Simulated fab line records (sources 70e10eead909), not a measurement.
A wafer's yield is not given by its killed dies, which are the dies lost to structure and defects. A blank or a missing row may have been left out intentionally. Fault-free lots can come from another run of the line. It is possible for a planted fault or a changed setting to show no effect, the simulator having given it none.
Comparing a struck lot with a sound one    flow nand_harc    15 steps out of a route of 1159
Sound: the wafers L668.1, L668.3, L668.4. Struck: wafers L679.4, L679.6 (left out: L679.3, a lot-mate that was not struck); the cause follows at the end.
Per side, at each step with rows, come the tool, then ch with its chambers, and then its first start. Under that, the readings that differ: sound wafers    struck wafers    difference of the means    sigmas: that difference in standard deviations of wafers without a fault.
alike: readings whose means differ by less than 2 such deviations, and words and numbers that are the same on both sides. not compared: withheld readings, readings that some wafer has no value for, bounds like >300 that may hide the same value, and numbers for which the record gives no deviation and whose values overlap.
Wherever a step has rows on one side only, a row that says differs or no value, or a row with sigmas, the two part there. Numbers that have no deviation but don't overlap get no sigmas and don't part them. Lack of a reading on every wafer of one side parts them only where that side has two or more wafers.

NHARC_A_M1_INSPECT_11:
  sound: defect_inspect-01 at day 19 05:20; struck: defect_inspect-02 at day 21 17:17
  alike: raw_defect_count
NHARC_A_M1_DESCUM_14: chemistry O2, time 3 s.
  sound on rie_diel-01 ch 0,1,3, day 19 05:24; struck on rie_diel-07 ch 0,1, day 21 17:28
  alike: drypump_motor_current_A, mfc_ar_sccm, oes_product_au, rf_vpp_V, showerhead_plenum_p_Torr, throttle_valve_pct
  not compared: rf_hours_counter_h
then, 2 steps without rows for these wafers: NHARC_A_M1_ETCH_35 (etches the open film in N2/H2, target depth 40 nm, overetch 12 nm, time 43.94 s); NHARC_A_M1_ETCH_15 (etches the open film in C4F8/Ar, target depth 182.5 nm, time 91.2 s).
NHARC_A_M1_CD_MEAS_16:
  sound: cd_sem-02 at day 19 05:42; struck: cd_sem-03 at day 21 17:47
  alike: cd_nm
then, 1 step without rows for these wafers: NHARC_A_M1_STRIP_18 (strips in N2/H2).
NHARC_A_M1_ETCH_28: etches the open film in CF4/N2, target depth 30 nm, time 72.99 s.
  sound: rie_diel-07 ch 0,1,3; struck: rie_diel-07 ch 0,3
  alike: drypump_motor_current_A, mfc_ar_sccm, oes_product_au, rf_vpp_V, showerhead_plenum_p_Torr, throttle_valve_pct
  not compared: rf_hours_counter_h
then, 1 step without rows for these wafers: NHARC_A_M1_STRIP_19 (strips in post etch residue remover, time 600 s).
NHARC_A_M1_DEGAS_29: time 60 s.
  sound: pvd_sputter-03 at day 19 06:25; struck: pvd_sputter-02 at day 21 18:29
  alike: heater_power_w
then, 1 step without rows for these wafers: NHARC_A_M1_PRE_CLEAN_30 (time 30 s).
NHARC_A_M1_PVD_20: deposits TaN, target thk 5 nm, time 8.06 s.
  sound on pvd_sputter-03; struck on pvd_sputter-02
  alike: throttle_valve_pct
NHARC_A_M1_PVD_21: deposits Cu, target thk 30 nm, time 20.49 s.
  sound on pvd_sputter-03; struck on pvd_sputter-02
  alike: throttle_valve_pct
NHARC_A_M1_ECD_22: material Cu, target thk 400 nm.
  sound on ecd_cu-01 ch 0,1, day 19 06:47; struck on ecd_cu-01 ch 0,1, day 21 18:57
then, 1 step without rows for these wafers: NHARC_A_M1_ANNEAL_31 (time 90 s).
NHARC_A_M1_CMP_23: polishes, t overpolish 20 s, target thk 154.34 nm.
  sound on cmp-01 ch 0,1,3, day 19 07:31; struck on cmp-03 ch 3, day 21 19:35
reading                 sound     struck  difference  sigmas
time_to_endpoint_s (s)  26 28 31  10 11   -18         -5
  alike: motor_current_A, slurry_flow_ml_min

## WHERE THEY PART
Only at NHARC_A_M1_CMP_23, as far as this record shows.

WHY: what the simulator had put in
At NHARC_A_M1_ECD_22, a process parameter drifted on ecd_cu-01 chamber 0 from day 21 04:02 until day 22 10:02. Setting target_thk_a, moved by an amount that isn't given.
